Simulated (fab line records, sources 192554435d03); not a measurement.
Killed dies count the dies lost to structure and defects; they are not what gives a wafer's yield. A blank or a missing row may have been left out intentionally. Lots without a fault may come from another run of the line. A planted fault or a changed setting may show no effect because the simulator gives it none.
A lot that was struck, set against a sound lot    flow n5-finfet    15 out of 1938 route steps
Sound: these wafers, L146.1, L146.3, L146.5. Struck: wafer L141.1. (L141.4, L141.5 of the same lot were not struck and are left out.) The cause comes at the end.
At each step with rows: each side's tool, then ch and its chambers, then its first start. Under that, the readings that differ: sound wafers    struck wafers    difference of the means    sigmas: that difference in standard deviations of wafers without a fault.
alike: words and numbers the same on both sides, and readings whose means are apart by under 2 such deviations; not compared: readings that were withheld, readings missing a value for some wafer, numbers with overlapping values and no deviation given by the record, and bounds like >300 which may hide the same value.
A row with sigmas, a row that says differs or no value, or rows on one side alone: a step with any of these is where the two part. Non-overlapping numbers with no deviation appear without sigmas and do not part them. Lack of a reading on every wafer of one side parts them only where that side has two or more wafers.

N5_BEOL_M9_TRENCH_ETCH_37: etches SiCOH lowk in C4F6/O2, target depth 151.43 nm, time 49 s.
  sound: rie-diel-02 ch 0,1,2; struck: rie-diel-04 ch 2
reading                 sound              struck  difference  sigmas
throttle-valve-pct (%)  20.82 20.64 20.59  21.18   +0.50       +2
  alike: drypump-motor-current-A, oes-product-au, rf-fwd-power-W, rf-vpp-V, showerhead-plenum-p-Torr
  not compared: rf-hours-counter-h
N5_BEOL_M9_ETCH_41: etches SiCN in CH3F/O2, target depth 36.6 nm, time 70.1 s.
  sound: rie-diel-02 ch 0,1,2; struck: rie-diel-04 ch 2
reading                 sound              struck  difference  sigmas
throttle-valve-pct (%)  16.15 16.12 15.94  16.60   +0.53       +2
  alike: drypump-motor-current-A, oes-product-au, rf-fwd-power-W, rf-vpp-V, showerhead-plenum-p-Torr
  not compared: rf-hours-counter-h
N5_BEOL_M9_STRIP_80: strips in N2/H2, time 10 s.
  sound: rie-diel-02 ch 0,1,2; struck: rie-diel-04 ch 2
reading                 sound              struck  difference  sigmas
throttle-valve-pct (%)  23.53 23.50 23.28  24.05   +0.61       +2
  alike: drypump-motor-current-A, n2-flow-sccm, oes-product-au, rf-vpp-V, showerhead-plenum-p-Torr
  not compared: rf-hours-counter-h
N5_BEOL_M9_OCD_MEAS_38:
  sound on ocd-02 at day 17 04:05; struck on ocd-01 at day 16 21:02
  alike: trench-depth-nm
then, 4 steps without rows for these wafers: N5_BEOL_M9_HM_STRIP_39 (strips TiN in peroxide tin strip, target depth 25 nm, time 158 s); N5_BEOL_M9_SRD_40 (time 30 s); N5_BEOL_M9_PRECLEAN_42 (cleans in residue remover, time 60 s); N5_BEOL_M9_SRD_43 (time 30 s).
N5_BEOL_M9_CD_MEAS_35: target cd 70 nm, target cd y 40 nm.
  sound on cd-sem-03 at day 17 04:20; struck on cd-sem-01 at day 16 21:12
  alike: cd-nm
then, 1 step without rows for these wafers: N5_BEOL_M9_CURE_72 (cures SiCOH lowk, time 120 s).
N5_BEOL_M9_DEGAS_44: time 60 s.
  sound on pvd-sputter-03 at day 17 04:48; struck on pvd-sputter-03 at day 16 23:51
  alike: heater-power-w, susceptor-temp-C
N5_BEOL_M9_PRE_CLEAN_45: time 30 s.
  sound on pvd-sputter-03 at day 17 04:50; struck on pvd-sputter-03 at day 16 23:53
  alike: heater-power-w, susceptor-temp-C
N5_BEOL_M9_ALD_74: deposits TaN, target thk 2 nm, pulse time 2 s, purge time 3 s.
  sound on ald-metal-02 ch 0,2, day 17 04:54; struck on ald-metal-03 ch 1, day 16 23:57
reading     sound     struck  difference  sigmas
ald-cycles  40 40 40  38      -2          
  alike: heater-power-w
  not compared: susceptor-temp-C
following that, these wafers have no rows for 1 step: N5_BEOL_M9_SURFACE_TREAT_79.
-- record jumps: 3 days separate the struck wafers' starts on either side; left off in module BEOL_M9, taken up again in module PASSIVATION, whose first shown step is the route's number 1936 --
N5_PASSIVATION_PROBE_49:
  sound on prober-01 at day 20 03:06; struck on prober-02 at day 19 17:49
reading             sound     struck  difference  sigmas
killed_at_M0_to_M3  20 20 31  52      +28         +3
  alike: defect-limited-yield, killed_at_M4_up, killed-at-contacts, killed-at-front-end, killed-at-other, killed-dies, killed-on-rim, killed-open, killed-short, sort_bin_5_function, sort_bin_6_memory, sort-n-pass, sort-yield-pct

## WHERE THEY PART
At N5_BEOL_M9_TRENCH_ETCH_37 first; at N5_PASSIVATION_PROBE_49 last (within this record only).

WHY: what the simulator had put in
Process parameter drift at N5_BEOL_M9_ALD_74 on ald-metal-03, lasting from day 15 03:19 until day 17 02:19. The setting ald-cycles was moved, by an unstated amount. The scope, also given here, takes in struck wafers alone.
